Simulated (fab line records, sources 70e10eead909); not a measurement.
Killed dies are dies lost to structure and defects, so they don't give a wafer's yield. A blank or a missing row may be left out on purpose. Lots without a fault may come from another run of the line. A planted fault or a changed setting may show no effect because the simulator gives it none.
fab line records | flow nand_harc | part 1 of 2: steps 1 to 25 of 38
record lots=5 wafers=15 last_day=24
route steps=1159 shown THIN_TSV@1113
lots that met no fault: from a run of the same line without faults
start_h: hours from the record's first day to the start of the lot's first wafer shown | wait_h: hours since the lot's step before | " the same as in the row above | L1.1+2: a row that stands for several wafers | - no value, or no start given | * or withheld: withheld | < > ~ a bound
route shown NAME@n: a module of which the file shows steps, and the number in the route of the first | usual: mean/standard deviation of fault-free wafers | same: alike in all rows | chamber/n: place in a boat | sites: the reading at each site | _std_site: their standard deviation | _edge_site: outer sites' mean less inner sites' | radius_mm: how far each site lies from the wafer's centre | mask NAME#n: copy n | behind: the tool/chamber that last shaped the wafer | hold: why the lot was held/for how many hours/how that ended | device: the transistor (n, p or np) that didn't switch | end of line: the same wafers' tests at the end of the route | a step without rows: its recipe alone | killed: dies lost to structure and defects at the first sort, not the wafer's yield | map: a wafer's dies, x killed, . not, _ none there
set.NAME: the setting as run; set.NAME@STEP: as run at that earlier step | model.NAME: the simulator's own value behind a step, which no gauge read
lots at some steps of the route; a table a step, a row a wafer
services: from which hour (start_h, from the record's first day; less than 0 if before it) a tool's chamber was out of use, for how many hours, and why
## steps
# step NHARC_THIN_TSV_EXPOSE_09
# recipe na=0.55 dose_mj=30.7 mask_id=TSV
# usual reticle_temp_C=22.99/0.11
# columns lot.wafer tool chamber start_h wait_h mask reticle_temp_C
L074.4 krf_scanner-02 0 421.52 - TSV#0 23.18
L074.5 " 0 " " TSV#0 23.02
L074.6 " 0 " " TSV#0 23.32
L086.1 krf_scanner-03 0 499.83 - TSV#0 22.67
L086.2 " 0 " " TSV#0 22.77
L086.5 " 0 " " TSV#0 22.98
L094.1 krf_scanner-01 0 538.47 - TSV#0 23.08
L094.4 " 0 " " TSV#0 22.96
L094.6 " 0 " " TSV#0 23.10
L092.1 krf_scanner-02 0 545.86 - TSV#0 23.16
L092.3 " 0 " " TSV#0 23.06
L092.4 " 0 " " TSV#0 23.14
L095.3 krf_scanner-03 0 552.11 - TSV#0 22.91
L095.5 " 0 " " TSV#0 22.82
L095.6 " 0 " " TSV#0 22.94
# step NHARC_THIN_TSV_PEB_10
# recipe peb_temp_c=118 peb_time_s=85
# same peb_time_s=85
# columns lot.wafer tool chamber start_h wait_h
L074.4+5+6 litho_track-05 0 421.57 0.0
L086.1+2+5 litho_track-02 0 499.91 0.1
L094.1+4+6 litho_track-03 0 538.54 0.1
L092.1+3+4 litho_track-02 0 545.92 0.1
L095.3+5+6 litho_track-02 0 552.17 0.1
# step NHARC_THIN_TSV_DEVELOP_11
# recipe time_s=70
# columns lot.wafer tool chamber start_h wait_h
L074.4+5+6 litho_track-05 0 - -
L086.1+2+5 litho_track-02 0 - -
L094.1+4+6 litho_track-03 0 - -
L092.1+3+4 litho_track-02 0 - -
L095.3+5+6 litho_track-02 0 - -
# step NHARC_THIN_TSV_CD_MEAS_12
# recipe target_cd_nm=1000 landing_energy_ev=500
# usual cd_nm=1000.0/2.2
# columns lot.wafer tool chamber start_h wait_h cd_nm
L074.4 cd_sem-02 0 421.67 - 999.2
L074.5 " 0 " " 1001.0
L074.6 " 0 " " 999.8
L086.1 cd_sem-01 0 500.00 - 1001.1
L086.2 " 0 " " 1001.5
L086.5 " 0 " " 998.2
L094.1 cd_sem-02 0 538.63 - 1001.4
L094.4 " 0 " " 998.7
L094.6 " 0 " " 998.9
L092.1 cd_sem-03 0 546.03 - 996.0
L092.3 " 0 " " 996.5
L092.4 " 0 " " 998.3
L095.3 cd_sem-02 0 552.26 - 1000.8
L095.5 " 0 " " 1001.6
L095.6 " 0 " " 995.5
# step NHARC_THIN_TSV_HARDBAKE_13
# recipe temp_c=125 time_s=80
# columns lot.wafer tool chamber start_h wait_h
L074.4+5+6 litho_track-05 0 421.75 -
L086.1+2+5 litho_track-02 0 500.08 -
L094.1+4+6 litho_track-02 0 538.71 -
L092.1+3+4 litho_track-03 0 546.11 -
L095.3+5+6 litho_track-02 0 552.34 -
# step NHARC_THIN_TSV_DESCUM_14
# recipe time_s=3 o2_flow_sccm=200 ar_flow_sccm=0 bias_power_w=0 chemistry=O2
# usual drypump_motor_current_A=5.8/0.34 oes_product_au=0.997/0.0085 rf_vpp_V=57.7/0.88 showerhead_plenum_p_Torr=1.89/0.092 throttle_valve_pct=11.313/0.0094
# columns lot.wafer tool chamber start_h wait_h drypump_motor_current_A oes_product_au rf_hours_counter_h rf_vpp_V showerhead_plenum_p_Torr throttle_valve_pct
L074.4 rie_diel-07 1 421.83 - 5.7 1.001 0 56.8 1.88 11.315
L074.5 " 0 " " 5.6 0.994 - 58.4 2.04 11.319
L074.6 " 1 " " 5.7 1.013 - 55.8 1.88 11.322
L086.1 rie_diel-04 2 500.16 - 5.9 1.004 2 58.6 1.79 11.314
L086.2 " 1 " " 5.4 0.992 2 59.3 2.01 11.320
L086.5 " 2 " " 5.9 1.002 - 58.0 1.79 11.321
L094.1 rie_diel-11 0 538.79 - 5.4 0.970 18 56.9 1.99 11.301
L094.4 " 3 " " 5.9 0.992 20 57.9 1.84 11.321
L094.6 " 0 " " 5.4 0.979 - 57.9 1.99 11.328
L092.3 rie_diel-07 1 546.21 - 5.6 0.993 8 56.3 1.87 11.304
L092.4 " 2 " " 5.1 1.002 7 57.6 2.03 11.321
L092.1 " 3 " " 6.6 1.004 8 58.0 1.78 11.327
L095.3 rie_diel-04 3 552.44 - 5.9 0.994 6 57.6 1.83 11.288
L095.5 " 1 " " 5.4 0.988 - 56.9 2.01 11.316
L095.6 " 2 " " 5.9 0.993 - 58.5 1.79 11.305
# step NHARC_THIN_TSV_ETCH_44
# recipe target_depth_a=15942 time_s=797.1 cf4_flow_sccm=150 o2_flow_sccm=10 ar_flow_sccm=0 rf_w=300 bias_w=800 chemistry=CF4/O2
# usual drypump_motor_current_A=5.8/0.35 oes_product_au=0.997/0.0086 rf_fwd_power_W=299.7/0.82 rf_vpp_V=793/5.2 showerhead_plenum_p_Torr=1.81/0.083 throttle_valve_pct=16.914/0.009
# columns lot.wafer tool chamber start_h wait_h drypump_motor_current_A oes_product_au rf_fwd_power_W rf_hours_counter_h rf_vpp_V showerhead_plenum_p_Torr throttle_valve_pct
L074.4 rie_diel-07 3 422.02 0.2 6.6 1.007 300.9 0 787 1.71 16.909
L074.6 " 1 " " 5.7 0.996 300.3 - 793 1.80 16.919
L074.5 " 2 " " 5.1 0.999 299.4 - 800 1.94 16.902
L086.2 rie_diel-04 0 500.30 0.1 5.6 1.004 300.6 1 790 1.76 16.929
L086.1 " 1 " " 5.4 0.993 299.7 2 800 1.92 16.919
L086.5 " 0 " " 5.7 1.004 300.5 - 790 1.76 16.906
L094.4 rie_diel-11 3 538.93 0.1 5.9 0.990 300.5 20 789 1.77 16.923
L094.1 " 1 " " 6.3 1.013 300.4 17 789 1.76 16.915
L094.6 " 3 " " 6.0 0.992 300.4 - 790 1.77 16.907
L092.1 rie_diel-07 2 546.30 0.1 5.1 1.006 299.0 8 800 1.94 16.922
L092.4 " 3 " " 6.6 1.006 299.8 8 786 1.71 16.921
L092.3 " 0 " " 5.6 1.000 300.9 8 802 1.94 16.904
L095.3 rie_diel-04 3 552.62 0.2 5.9 0.988 298.5 6 790 1.75 16.912
L095.5 " 1 " " 5.4 0.994 299.7 - 798 1.92 16.924
L095.6 " 2 " " 5.9 0.996 300.2 - 788 1.72 16.917
# step NHARC_THIN_TSV_ETCH_15
# recipe target_depth_a=30000 bosch_target_overetch_cycles=2 bosch_etch_step_s=2.8 bosch_dep_step_s=1.2 bosch_cycles=14
# usual drypump_motor_current_A=5.7/0.31
# same bosch_dep_step_s=1.2
# columns lot.wafer tool chamber start_h wait_h drypump_motor_current_A rf_hours_counter_h
L074.4 rie_si-03 0 422.50 - 5.8 0.8
L074.5 " 2 " " 5.3 -
L074.6 " 3 " " 6.2 -
L086.1 rie_si-04 2 500.83 - 5.6 0.4
L086.2 " 3 " " 6.1 0.5
L086.5 " 1 " " 5.1 -
L094.1 rie_si-04 2 539.45 - 5.6 0.7
L094.4 " 1 " " 5.2 0.6
L094.6 " 2 " " 5.6 -
L092.3 rie_si-03 2 546.87 - 5.3 0.2
L092.1 " 3 " " 6.2 0.3
L092.4 " 1 " " 6.0 0.1
L095.3 rie_si-02 3 553.08 - 5.7 1.4
L095.6 " 3 " " 5.7 -
L095.5 " 0 " " 5.5 -
# step NHARC_THIN_TSV_CD_MEAS_16
# usual cd_nm=999.9/2.3
# columns lot.wafer tool chamber start_h wait_h cd_nm
L074.4 cd_sem-01 - 422.63 0.1 999.7
L074.5 " - " " 1001.1
L074.6 " - " " 1000.5
L086.1 cd_sem-02 - 500.96 0.1 999.7
L086.2 " - " " 1001.5
L086.5 " - " " 997.3
L094.1 cd_sem-02 - 539.59 0.1 1002.2
L094.4 " - " " 998.4
L094.6 " - " " 998.8
L092.1 cd_sem-02 - 547.01 0.1 996.3
L092.3 " - " " 995.6
L092.4 " - " " 996.9
L095.3 cd_sem-02 - 553.23 0.1 1001.4
L095.5 " - " " 1000.5
L095.6 " - " " 994.5
# step NHARC_THIN_TSV_STRIP_45
# recipe power_w=1500 temp_c=250 chemistry=O2
# usual drypump_motor_current_A=5.66/0.28 heater_power_w=335/32 temp_c=250.00/0.17
# columns lot.wafer tool chamber start_h wait_h drypump_motor_current_A heater_power_w rf_hours_counter_h temp_c
L074.4 plasma_asher-01 0 422.79 0.2 5.47 374 - 250.01
L074.6 " 0 " " 5.50 363 - 250.04
L074.5 " 1 " " 5.20 371 - 249.88
L086.1 plasma_asher-02 0 501.04 0.1 5.86 303 45 250.14
L086.2 " 1 " " 5.87 317 45 250.14
L086.5 " 0 " " 5.86 306 - 250.12
L094.1 plasma_asher-01 0 539.71 0.1 5.47 367 25 249.84
L094.4 " 1 " " 5.20 378 - 249.83
L094.6 " 1 " " 5.17 377 - 249.77
L092.1 plasma_asher-02 1 547.09 0.1 5.86 313 1 250.17
L092.4 " 1 " " 5.87 312 - 250.17
L092.3 " 0 " " 5.86 289 - 250.08
L095.3 plasma_asher-02 0 553.39 0.2 5.87 296 - 250.19
L095.6 " 0 " " 5.86 297 - 249.92
L095.5 " 1 " " 5.88 320 - 250.28
# step NHARC_THIN_TSV_STRIP_46
# recipe time_s=1200 temp_c=72.5 chemistry=post_etch_residue_remover
# usual temp_c=72.51/0.13
# columns lot.wafer tool chamber start_h wait_h temp_c
L074.5 wet_bench-08 0 423.06 0.1 72.51
L074.6 " 1 " " 72.67
L074.4 " 3 " " 72.51
L086.2 wet_bench-08 7 501.38 0.3 72.28
L086.1 " 1 " " 72.42
L086.5 " 3 " " 72.59
L094.6 wet_bench-08 7 540.02 0.1 72.39
L094.4 " 0 " " 72.55
L094.1 " 3 " " 72.63
L092.4 wet_bench-10 1 547.44 0.2 72.58
L092.1 " 2 " " 72.43
L092.3 " 6 " " 72.63
L095.5 wet_bench-10 6 553.65 0.1 72.55
L095.3 " 1 " " 72.44
L095.6 " 3 " " 72.69
# step NHARC_THIN_TSV_DEP_47
# recipe target_thk_a=2000 temp_c=withheld pressure_torr=6.5 rf_w=900 teos_flow_sccm=161.4 flow_sccm=2650 target_thk_nm=200 gas=O2 material=SiO2
# usual rf_fwd_power_W=898/3 throttle_valve_pct=16.1/0.41
# columns lot.wafer tool chamber start_h wait_h rf_fwd_power_W throttle_valve_pct
L074.5 pecvd-02 1 423.65 - 899 16.0
L074.6 " 2 " " 895 16.8
L074.4 " 0 " " 897 15.8
L086.2 pecvd-03 1 501.89 - 902 15.8
L086.1 " 2 " " 895 16.0
L086.5 " 2 " " 894 16.0
L094.1 pecvd-03 0 540.56 - 896 16.3
L094.6 " 1 " " 899 16.2
L094.4 " 0 " " 893 16.3
L092.3 pecvd-03 1 547.89 - 898 16.0
L092.1 " 0 " " 897 16.3
L092.4 " 1 " " 897 16.4
L095.3 pecvd-04 0 554.15 - 901 16.0
L095.6 " 2 " " 893 16.8
L095.5 " 0 " " 903 15.8
# step NHARC_THIN_TSV_ETCHBACK_48
# recipe target_depth_a=10285 over_etch_frac=0.3 time_s=405.17 ion_energy_ev=250 c4f8_flow_sccm=withheld ar_flow_sccm=withheld rf_w=600 bias_w=300 chemistry=C4F8/Ar
# usual oes_product_au=0.95/0.032 rf_fwd_power_W=598.7/1.7 rf_vpp_V=546/3.8
# columns lot.wafer tool chamber start_h wait_h oes_product_au rf_fwd_power_W rf_hours_counter_h rf_vpp_V
L074.4 rie_diel-07 3 423.98 - 0.98 598.2 0 541
L074.6 " 1 " " 0.95 599.7 - 546
L074.5 " 2 " " 0.97 601.4 - 550
L086.2 rie_diel-04 0 502.28 - 0.96 595.7 2 543
L086.1 " 1 " " 0.96 598.2 2 551
L086.5 " 0 " " 0.96 597.1 - 544
L094.1 rie_diel-07 3 540.91 - 0.92 601.0 7 541
L094.4 " 1 " " 0.91 598.3 8 545
L094.6 " 2 " " 0.93 596.5 - 553
L092.4 rie_diel-07 3 548.29 - 0.91 598.7 8 539
L092.3 " 0 " " 0.92 598.5 8 549
L092.1 " 2 " " 0.93 599.3 8 551
L095.3 rie_diel-11 2 554.60 - 1.00 599.6 0 549
L095.6 " 3 " " 1.00 598.5 - 544
L095.5 " 1 " " 1.01 600.6 - 545
# step NHARC_THIN_TSV_STRIP_62
# recipe power_w=1500 temp_c=250 time_s=20 chemistry=N2/H2
# usual drypump_motor_current_A=5.63/0.29 heater_power_w=338/31 temp_c=250.01/0.2
# columns lot.wafer tool chamber start_h wait_h drypump_motor_current_A heater_power_w rf_hours_counter_h temp_c
L074.4 plasma_asher-02 1 424.31 - 5.87 314 - 249.85
L074.6 " 1 " " 5.88 319 - 249.77
L074.5 " 0 " " 5.88 306 - 249.95
L086.1 plasma_asher-02 1 502.59 - 5.87 324 45 250.08
L086.2 " 0 " " 5.88 313 45 249.84
L086.5 " 0 " " 5.93 299 - 249.74
L094.1 plasma_asher-01 0 542.02 - 5.46 367 27 249.93
L094.4 " 0 " " 5.47 371 - 249.73
L094.6 " 0 " " 5.47 372 - 249.99
L092.1 plasma_asher-01 1 548.66 - 5.19 367 32 249.91
L092.3 " 1 " " 5.21 377 - 249.84
L092.4 " 0 " " 5.45 365 - 249.93
L095.3 plasma_asher-02 0 555.62 - 5.93 296 - 249.67
L095.5 " 0 " " 5.88 297 - 249.72
L095.6 " 1 " " 5.90 325 - 249.80
# step NHARC_THIN_TSV_DEGAS_49
# recipe temp_c=300 time_s=120
# usual heater_power_w=451/38
# columns lot.wafer tool chamber start_h wait_h heater_power_w
L074.4 pvd_sputter-03 - 424.45 0.1 492
L074.5 " - " " 467
L074.6 " - " " 489
L086.1 pvd_sputter-02 - 502.78 0.2 483
L086.2 " - " " 388
L086.5 " - " " 391
L094.4 pvd_sputter-03 - 542.17 0.1 475
L094.1 " - " " 501
L094.6 " - " " 467
L092.1 pvd_sputter-02 - 548.83 0.1 395
L092.3 " - " " 376
L092.4 " - " " 444
L095.3 pvd_sputter-02 - 555.77 0.1 445
L095.5 " - " " 381
L095.6 " - " " 477
# step NHARC_THIN_TSV_PRE_CLEAN_50
# recipe time_s=30 temp_c=280 gas=H2/He
# usual heater_power_w=393/33
# columns lot.wafer tool chamber start_h wait_h heater_power_w
L074.4 pvd_sputter-03 - - - 430
L074.5 " - " " 418
L074.6 " - " " 377
L086.2 pvd_sputter-02 - - - 352
L086.1 " - " " 330
L086.5 " - " " 350
L094.4 pvd_sputter-03 - - - 438
L094.1 " - " " 385
L094.6 " - " " 423
L092.4 pvd_sputter-02 - - - 349
L092.3 " - " " 328
L092.1 " - " " 423
L095.3 pvd_sputter-02 - - - 335
L095.5 " - " " 391
L095.6 " - " " 358
# step NHARC_THIN_TSV_PVD_19
# recipe target_thk_a=200 chamber_pressure_pa=5 material=TaN
# usual throttle_valve_pct=30.3/0.87
# columns lot.wafer tool chamber start_h wait_h throttle_valve_pct
L074.4 pvd_sputter-03 - - - 30.0
L074.6 " - " " 30.3
L074.5 " - " " 29.9
L086.2 pvd_sputter-02 - - - 28.8
L086.1 " - " " 30.2
L086.5 " - " " 30.2
L094.1 pvd_sputter-03 - - - 30.6
L094.4 " - " " 30.9
L094.6 " - " " 30.4
L092.1 pvd_sputter-02 - - - 30.7
L092.3 " - " " 30.3
L092.4 " - " " 28.6
L095.3 pvd_sputter-02 - - - 30.0
L095.5 " - " " 30.9
L095.6 " - " " 30.3
# step NHARC_THIN_TSV_PVD_51
# recipe target_thk_a=1000 chamber_pressure_pa=5 material=Cu
# usual throttle_valve_pct=30.3/0.83
# columns lot.wafer tool chamber start_h wait_h throttle_valve_pct
L074.4 pvd_sputter-03 - - - 31.1
L074.6 " - " " 30.0
L074.5 " - " " 31.1
L086.2 pvd_sputter-02 - - - 30.3
L086.1 " - " " 28.8
L086.5 " - " " 30.2
L094.1 pvd_sputter-03 - - - 30.2
L094.4 " - " " 30.8
L094.6 " - " " 30.4
L092.3 pvd_sputter-02 - - - 30.3
L092.4 " - " " 28.9
L092.1 " - " " 30.3
L095.3 pvd_sputter-02 - - - 29.1
L095.5 " - " " 30.1
L095.6 " - " " 29.0
# step NHARC_THIN_TSV_ECD_20
# recipe target_thk_a=20000 material=Cu
# columns lot.wafer tool chamber start_h wait_h
L074.4+5+6 ecd_cu-02 1,1,0 425.10 -
L086.2+1+5 ecd_cu-01 0,1,1 503.22 -
L094.1+4+6 ecd_cu-01 1,0,1 542.63 -
L092.1+3+4 ecd_cu-01 0,1,0 549.39 -
L095.3+6+5 ecd_cu-02 1,1,0 556.40 -
# step NHARC_THIN_TSV_ANNEAL_52
# recipe temp_c=225 time_s=90
# usual anneal_temp_c=225.04/0.17 wafer_temp_C_max=226.15/0.28
# columns lot.wafer tool chamber start_h wait_h anneal_temp_c wafer_temp_C_max
L074.4 rtp_anneal-01 0 425.78 0.6 224.93 226.22
L074.5 " 0 " " 225.21 225.68
L074.6 " 0 " " 225.09 226.18
L086.1 rtp_anneal-01 0 503.94 0.5 224.88 225.78
L086.2 " 0 " " 224.88 226.00
L086.5 " 0 " " 225.01 225.81
L094.1 rtp_anneal-01 0 543.39 0.7 225.05 226.52
L094.4 " 0 " " 225.06 225.74
L094.6 " 0 " " 224.87 225.84
L092.1 rtp_anneal-02 0 550.04 0.6 224.84 226.56
L092.3 " 0 " " 225.22 226.20
L092.4 " 0 " " 225.24 226.54
L095.3 rtp_anneal-02 0 557.16 0.7 225.22 226.71
L095.5 " 0 " " 225.08 226.20
L095.6 " 0 " " 224.87 225.87
# step NHARC_THIN_TSV_CMP_21
# recipe t_overpolish_s=30 target_thk_nm=2000
# usual motor_current_A=11.6/1 overpolish_run_s=30.001/0.009
# same t_overpolish_s=30
# columns lot.wafer tool chamber start_h wait_h motor_current_A overpolish_run_s
L074.4 cmp-01 1 425.97 - 12.7 30.012
L074.5 " 1 " " 11.7 30.001
L074.6 " 2 " " 12.3 29.995
L086.1 cmp-03 3 504.35 - 11.6 29.994
L086.2 " 0 " " 9.8 29.999
L086.5 " 1 " " 11.9 29.982
L094.1 cmp-03 1 543.79 - 12.5 30.006
L094.4 " 2 " " 12.3 29.996
L094.6 " 3 " " 11.2 29.999
L092.4 cmp-01 2 550.41 - 11.5 30.000
L092.3 " 3 " " 13.0 30.006
L092.1 " 0 " " 11.8 30.023
L095.3 cmp-03 0 557.43 - 9.5 29.999
L095.5 " 3 " " 11.8 30.006
L095.6 " 0 " " 8.9 30.003
# step NHARC_THIN_TSV_SRD_23
# columns lot.wafer tool chamber start_h wait_h
L074.4+6+5 wet_bench-08 0,4,5 426.33 0.0
L086.1+5+2 wet_bench-08 6,7,0 504.66 0.0
L094.6+4+1 wet_bench-08 5,6,7 544.11 0.0
L092.3+4+1 wet_bench-08 6,0,2 550.77 0.0
L095.6+5+3 wet_bench-10 5,6,7 557.78 0.0
# step NHARC_THIN_TSV_DEGAS_53
# recipe temp_c=300 time_s=60
# usual heater_power_w=458/31
# columns lot.wafer tool chamber start_h wait_h heater_power_w
L074.4 pvd_sputter-02 - 426.46 0.1 385
L074.5 " - " " 471
L074.6 " - " " 443
L086.1 pvd_sputter-03 - 504.76 0.1 497
L086.2 " - " " 501
L086.5 " - " " 494
L094.4 pvd_sputter-03 - 544.21 0.1 491
L094.1 " - " " 493
L094.6 " - " " 472
L092.1 pvd_sputter-03 - 550.87 0.1 443
L092.3 " - " " 491
L092.4 " - " " 461
L095.3 pvd_sputter-01 - 557.86 0.1 452
L095.6 " - " " 451
L095.5 " - " " 438
# step NHARC_THIN_TSV_PRE_CLEAN_54
# recipe time_s=30 temp_c=280 gas=H2/He
# usual heater_power_w=402/26
# columns lot.wafer tool chamber start_h wait_h heater_power_w
L074.4 pvd_sputter-02 - 426.50 0.0 397
L074.5 " - " " 402
L074.6 " - " " 347
L086.2 pvd_sputter-03 - 504.84 0.0 414
L086.1 " - " " 430
L086.5 " - " " 435
L094.4 pvd_sputter-03 - 544.29 0.1 430
L094.1 " - " " 398
L094.6 " - " " 424
L092.4 pvd_sputter-03 - 550.94 0.0 442
L092.3 " - " " 392
L092.1 " - " " 439
L095.3 pvd_sputter-01 - 557.94 0.1 372
L095.6 " - " " 368
L095.5 " - " " 388
# step NHARC_THIN_TSV_PVD_55
# recipe target_thk_a=500 material=TiN
# columns lot.wafer tool chamber start_h wait_h
L074.4+5+6 pvd_sputter-02 - 426.58 0.1
L086.2+1+5 pvd_sputter-03 - 504.94 0.1
L094.4+1+6 pvd_sputter-03 - 544.35 0.0
L092.4+1+3 pvd_sputter-03 - 551.01 0.1
L095.3+6+5 pvd_sputter-01 - 558.04 0.1
